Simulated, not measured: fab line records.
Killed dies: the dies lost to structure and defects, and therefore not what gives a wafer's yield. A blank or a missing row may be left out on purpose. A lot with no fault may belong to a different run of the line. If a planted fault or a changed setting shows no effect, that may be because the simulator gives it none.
Chamber matching || flow n5_finfet || N5_BEOL_M11_ETCH_62 on rie_diel-06 has 4 sister chambers
The step etches SOC in N2/H2, target depth 110 nm, overetch 22 nm, time 165 s. 22 wafers are shown with their chamber, then 11 later ones without.

## WAFERS WITH THEIR CHAMBER
{"wafer": "L074.2", "chamber": 1, "drypump_motor_current_A (A)": 6.6, "showerhead_plenum_p_Torr (Torr)": 2.70, "oes_product_au (a.u.)": 0.72}
{"wafer": "L074.3", "chamber": 3, "drypump_motor_current_A (A)": 6.5, "showerhead_plenum_p_Torr (Torr)": 2.64, "oes_product_au (a.u.)": 0.63}
{"wafer": "L074.4", "chamber": 3, "drypump_motor_current_A (A)": 6.5, "showerhead_plenum_p_Torr (Torr)": 2.64, "oes_product_au (a.u.)": 0.63}
{"wafer": "L075.2", "chamber": 0, "drypump_motor_current_A (A)": 5.2, "showerhead_plenum_p_Torr (Torr)": 2.42, "oes_product_au (a.u.)": 0.62}
{"wafer": "L075.4", "chamber": 2, "drypump_motor_current_A (A)": 5.9, "showerhead_plenum_p_Torr (Torr)": 2.50, "oes_product_au (a.u.)": 0.81}
{"wafer": "L075.5", "chamber": 0, "drypump_motor_current_A (A)": 5.2, "showerhead_plenum_p_Torr (Torr)": 2.42, "oes_product_au (a.u.)": 0.62}
{"wafer": "L079.1", "chamber": 2, "drypump_motor_current_A (A)": 5.9, "showerhead_plenum_p_Torr (Torr)": 2.50, "oes_product_au (a.u.)": 0.79}
{"wafer": "L079.3", "chamber": 3, "drypump_motor_current_A (A)": 6.5, "showerhead_plenum_p_Torr (Torr)": 2.64, "oes_product_au (a.u.)": 0.63}
{"wafer": "L079.5", "chamber": 2, "drypump_motor_current_A (A)": 5.9, "showerhead_plenum_p_Torr (Torr)": 2.50, "oes_product_au (a.u.)": 0.79}
{"wafer": "L080.1", "chamber": 2, "drypump_motor_current_A (A)": 5.9, "showerhead_plenum_p_Torr (Torr)": 2.50, "oes_product_au (a.u.)": 0.77}
{"wafer": "L080.2", "chamber": 1, "drypump_motor_current_A (A)": 6.6, "showerhead_plenum_p_Torr (Torr)": 2.69, "oes_product_au (a.u.)": 0.71}
{"wafer": "L080.4", "chamber": 3, "drypump_motor_current_A (A)": 6.5, "showerhead_plenum_p_Torr (Torr)": 2.63, "oes_product_au (a.u.)": 0.62}
{"wafer": "L081.1", "chamber": 0, "drypump_motor_current_A (A)": 5.1, "showerhead_plenum_p_Torr (Torr)": 2.41, "oes_product_au (a.u.)": 0.61}
{"wafer": "L081.2", "chamber": 1, "drypump_motor_current_A (A)": 6.6, "showerhead_plenum_p_Torr (Torr)": 2.69, "oes_product_au (a.u.)": 0.71}
{"wafer": "L081.3", "chamber": 2, "drypump_motor_current_A (A)": 5.9, "showerhead_plenum_p_Torr (Torr)": 2.49, "oes_product_au (a.u.)": 0.76}
{"wafer": "L085.2", "chamber": 1, "drypump_motor_current_A (A)": 6.6, "showerhead_plenum_p_Torr (Torr)": 2.69, "oes_product_au (a.u.)": 0.70}
{"wafer": "L085.3", "chamber": 0, "drypump_motor_current_A (A)": 5.1, "showerhead_plenum_p_Torr (Torr)": 2.41, "oes_product_au (a.u.)": 0.60}
{"wafer": "L085.6", "chamber": 3, "drypump_motor_current_A (A)": 6.5, "showerhead_plenum_p_Torr (Torr)": 2.63, "oes_product_au (a.u.)": 0.61}
{"wafer": "L086.2", "chamber": 3, "drypump_motor_current_A (A)": 6.5, "showerhead_plenum_p_Torr (Torr)": 2.63, "oes_product_au (a.u.)": 0.61}
{"wafer": "L086.3", "chamber": 1, "drypump_motor_current_A (A)": 6.6, "showerhead_plenum_p_Torr (Torr)": 2.69, "oes_product_au (a.u.)": 0.70}
{"wafer": "L086.4", "chamber": 2, "drypump_motor_current_A (A)": 5.9, "showerhead_plenum_p_Torr (Torr)": 2.49, "oes_product_au (a.u.)": 0.74}
{"wafer": "L094.2", "chamber": 2, "drypump_motor_current_A (A)": 5.9, "showerhead_plenum_p_Torr (Torr)": 2.49, "oes_product_au (a.u.)": 0.73}

SIGNATURES (means of the wafers above)
{"reading": "drypump_motor_current_A", "chamber 0": 5.150, "chamber 1": 6.600, "chamber 2": 5.900, "chamber 3": 6.500, "scatter within a chamber": 0.0236}
{"reading": "showerhead_plenum_p_Torr", "chamber 0": 2.4150, "chamber 1": 2.6920, "chamber 2": 2.4957, "chamber 3": 2.6350, "scatter within a chamber": 0.00528}
{"reading": "oes_product_au", "chamber 0": 0.6125, "chamber 1": 0.7080, "chamber 2": 0.7700, "chamber 3": 0.6217, "scatter within a chamber": 0.0183}
Rule: for each reading, subtract the chamber's mean from the wafer's reading, divide by that reading's scatter and square the result; add these up over the readings and take the root, which gives the wafer's distance from the chamber. If the next closest chamber is less than 2 further off than the closest, the wafer can't be placed; otherwise it belongs to the closest. The scatter: the root of (the sum of the squares of (reading less its chamber's mean) over the shown wafers, divided by (wafers less chambers)).

## WAFERS WHOSE CHAMBER IS MISSING
{"wafer": "L094.5", "drypump_motor_current_A (A)": 6.6, "showerhead_plenum_p_Torr (Torr)": 2.68, "oes_product_au (a.u.)": 0.69}
{"wafer": "L094.6", "drypump_motor_current_A (A)": 5.9, "showerhead_plenum_p_Torr (Torr)": 2.49, "oes_product_au (a.u.)": 0.74}
{"wafer": "L092.1", "drypump_motor_current_A (A)": 6.5, "showerhead_plenum_p_Torr (Torr)": 2.62, "oes_product_au (a.u.)": 0.60}
{"wafer": "L092.2", "drypump_motor_current_A (A)": 5.9, "showerhead_plenum_p_Torr (Torr)": 2.49, "oes_product_au (a.u.)": 0.73}
{"wafer": "L092.5", "drypump_motor_current_A (A)": 6.6, "showerhead_plenum_p_Torr (Torr)": 2.68, "oes_product_au (a.u.)": 0.69}
{"wafer": "L091.2", "drypump_motor_current_A (A)": 5.9, "showerhead_plenum_p_Torr (Torr)": 2.49, "oes_product_au (a.u.)": 0.72}
{"wafer": "L091.3", "drypump_motor_current_A (A)": 6.5, "showerhead_plenum_p_Torr (Torr)": 2.62, "oes_product_au (a.u.)": 0.60}
{"wafer": "L091.4", "drypump_motor_current_A (A)": 6.5, "showerhead_plenum_p_Torr (Torr)": 2.62, "oes_product_au (a.u.)": 0.60}
{"wafer": "L095.1", "drypump_motor_current_A (A)": 5.1, "showerhead_plenum_p_Torr (Torr)": 2.40, "oes_product_au (a.u.)": 0.60}
{"wafer": "L095.3", "drypump_motor_current_A (A)": 6.5, "showerhead_plenum_p_Torr (Torr)": 2.62, "oes_product_au (a.u.)": 0.61}
{"wafer": "L095.4", "drypump_motor_current_A (A)": 5.9, "showerhead_plenum_p_Torr (Torr)": 2.48, "oes_product_au (a.u.)": 0.71}

## CHAMBER TAKEN BY EACH
{"wafer": "L094.5", "from the rows above": 1, "in truth": 1}
{"wafer": "L094.6", "from the rows above": 2, "in truth": 2}
{"wafer": "L092.1", "from the rows above": 3, "in truth": 3}
{"wafer": "L092.2", "from the rows above": 2, "in truth": 2}
{"wafer": "L092.5", "from the rows above": 1, "in truth": 1}
{"wafer": "L091.2", "from the rows above": 2, "in truth": 2}
{"wafer": "L091.3", "from the rows above": 3, "in truth": 3}
{"wafer": "L091.4", "from the rows above": 3, "in truth": 3}
{"wafer": "L095.1", "from the rows above": 0, "in truth": 0}
{"wafer": "L095.3", "from the rows above": 3, "in truth": 3}
{"wafer": "L095.4", "from the rows above": 2, "in truth": 2}
11 of 11 placed correctly. Left unplaced by these rows: 0. Wrongly placed: 0.
